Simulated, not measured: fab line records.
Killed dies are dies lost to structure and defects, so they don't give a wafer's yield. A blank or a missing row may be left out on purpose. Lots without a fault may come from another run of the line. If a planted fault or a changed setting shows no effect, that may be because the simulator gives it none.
A lot that was struck, set against a sound lot :: flow n5 finfet :: 36 out of 1938 route steps
Sound: the wafers L762.1, L762.2, L762.3. Wafers L757.2, L757.4, L757.6 were the ones struck. Last of all comes the cause.
For every step that has rows: the tool of each side, followed by ch and its chambers, followed by its first start. Under that, the readings that differ: sound wafers :: struck wafers :: difference of the means :: sigmas: that difference in standard deviations of wafers without a fault.
alike: same words and numbers on both sides, and readings whose means sit less than 2 such deviations apart. not compared: any withheld reading, any reading some wafer has no value for, any bound like >300 that may hide the same value, and any number with overlapping values for which the record gives no deviation.
A row with sigmas, a row that says differs or no value, or rows on one side alone: a step with any of these is where the two part. Non-overlapping numbers with no deviation appear without sigmas and do not part them. A reading that every wafer of one side lacks parts them only if that side has two wafers or more.

first, 9 steps without rows for these wafers: N5_BEOL_M4_ANNEAL_95 (time 240 s); N5_BEOL_M4_SPUTTER_96 (material Cu, target thk 4.5 nm, time 8.29 s); N5_BEOL_M4_ECD_50 (material Cu, target thk 300 nm); N5_BEOL_M4_ANNEAL_51 (time 90 s); N5_BEOL_M4_CMP_52 (polishes, stops on SiOC, t overpolish 6.8 s, target thk 40 nm); N5_BEOL_M4_PRE_CLEAN_60 (time 15 s); N5_BEOL_M4_CO_CAP_55 (material Co, precursor CCTBA/H2, target thk 2 nm, time 102.1 s); N5_BEOL_M4_PRE_CLEAN_56 (time 15 s); N5_BEOL_M4_DEP_57 (deposits SiCN from 3MS/NH3, target thk 8 nm, time 14 s).
N5_BEOL_M4_RC_MEAS_101:
  sound on prober-02 ch 0, day 13 08:51; struck on prober-02 ch 0, day 12 04:43
  alike: DIBL_N, DIBL_P, IOFF_N, IOFF_P, ION_N, ION_P, SS_N, SS_P, VT_N, VT_P
then, 24 steps without rows for these wafers: N5_BEOL_M5_ILD_DEP_00 (deposits SiCOH lowk from DEMS/porogen, target thk 140.64 nm, time 25.9 s); N5_BEOL_M5_CURE_79 (cures SiCOH lowk, time 240 s); N5_BEOL_M5_PECVD_70 (deposits SiO2 from TEOS/O2, target thk 16 nm, time 18 s); N5_BEOL_M5_HM_DEP_02 (deposits TiN, target thk 20 nm); N5_BEOL_M5_COAT_59 (time 60 s, resist thk 60 nm); N5_BEOL_M5_COAT_60 (time 60 s, resist thk 12 nm); N5_BEOL_M5_COAT_71 (time 60 s, resist thk 5 nm); N5_BEOL_M5_COAT_05 (resist thk 30 nm); N5_BEOL_M5_EBR_07; N5_BEOL_M5_SOFTBAKE_06 (time 60 s); N5_BEOL_M5_EXPOSE_08 (exposes mask M5, target cd 28 nm); N5_BEOL_M5_PEB_09 (peb time 60 s); N5_BEOL_M5_DEVELOP_10 (develop time 30 s); N5_BEOL_M5_DESCUM_16 (chemistry O2, time 7 s); N5_BEOL_M5_ETCH_72 (etches underlayer in N2/H2, target depth 6.5 nm, time 5.2 s); N5_BEOL_M5_ETCH_61 (etches SiARC in CF4, target depth 15.6 nm, time 26 s); N5_BEOL_M5_ETCH_62 (etches SOC in N2/H2, target depth 75 nm, overetch 15 nm, time 112.5 s); N5_BEOL_M5_STRIP_63 (strips in N2/H2); N5_BEOL_M5_STRIP_73 (strips in N2/H2); N5_BEOL_M5_STRIP_64 (strips in CF4); N5_BEOL_M5_HM_OPEN_17 (chemistry Cl2/BCl3, target TiN, target depth 20 nm, overetch 6 nm); N5_BEOL_M5_STRIP_19 (strips in O2); N5_BEOL_M5_COAT_65 (time 60 s, resist thk 60 nm); N5_BEOL_M5_COAT_66 (time 60 s, resist thk 12 nm).
N5_BEOL_M5_EXPOSE_25: exposes mask V4, defocus 10 nm.
  sound on euv scanner-01 ch 0, day 13 15:18; struck on euv scanner-02 ch 0, day 12 10:03
  alike: mask
-- a jump in the record: the struck wafers' starts before and after are 4 days apart (it breaks off in module BEOL_M5 and resumes in module PASSIVATION, where the first step shown is number 1936 of the route) --
N5_PASSIVATION_PROBE_49:
  sound on prober-02, day 18 04:08; struck on prober-02, day 16 14:52
reading: defect limited yield (%)
sound: 90.8 91.9 90.8
struck: 0 0 36.1
difference: -79
sigmas: -57

reading: killed_at_M4_up
sound: 15 8 9
struck: 1077 1109 664
difference: +939
sigmas: +99 or more

reading: killed dies
sound: 108 96 109
struck: 1180 1180 754
difference: +934
sigmas: +58

reading: killed on rim
sound: 14 17 16
struck: 152 152 94
difference: +117
sigmas: +29

reading: sort_bin_5_function (%)
sound: 5.8 4.4 5.3
struck: 26.0 4.6 42.0
difference: +19.0
sigmas: +21

reading: sort_bin_6_memory (%)
sound: 3.1 3.3 2.6
struck: 3.5 3.2 16.6
difference: +4.8
sigmas: +7

reading: sort n pass
sound: 1072 1084 1071
struck: 0 0 426
difference: -934
sigmas: -55

reading: sort yield pct (%)
sound: 90.8 91.9 90.8
struck: 0 0 36.1
difference: -79
sigmas: -57
  alike: killed_at_M0_to_M3, killed at contacts, killed at front end, killed at other, killed open, killed short

== WHERE THEY PART ==
Only at N5_PASSIVATION_PROBE_49, within this record.

WHY: the cause the simulator had injected
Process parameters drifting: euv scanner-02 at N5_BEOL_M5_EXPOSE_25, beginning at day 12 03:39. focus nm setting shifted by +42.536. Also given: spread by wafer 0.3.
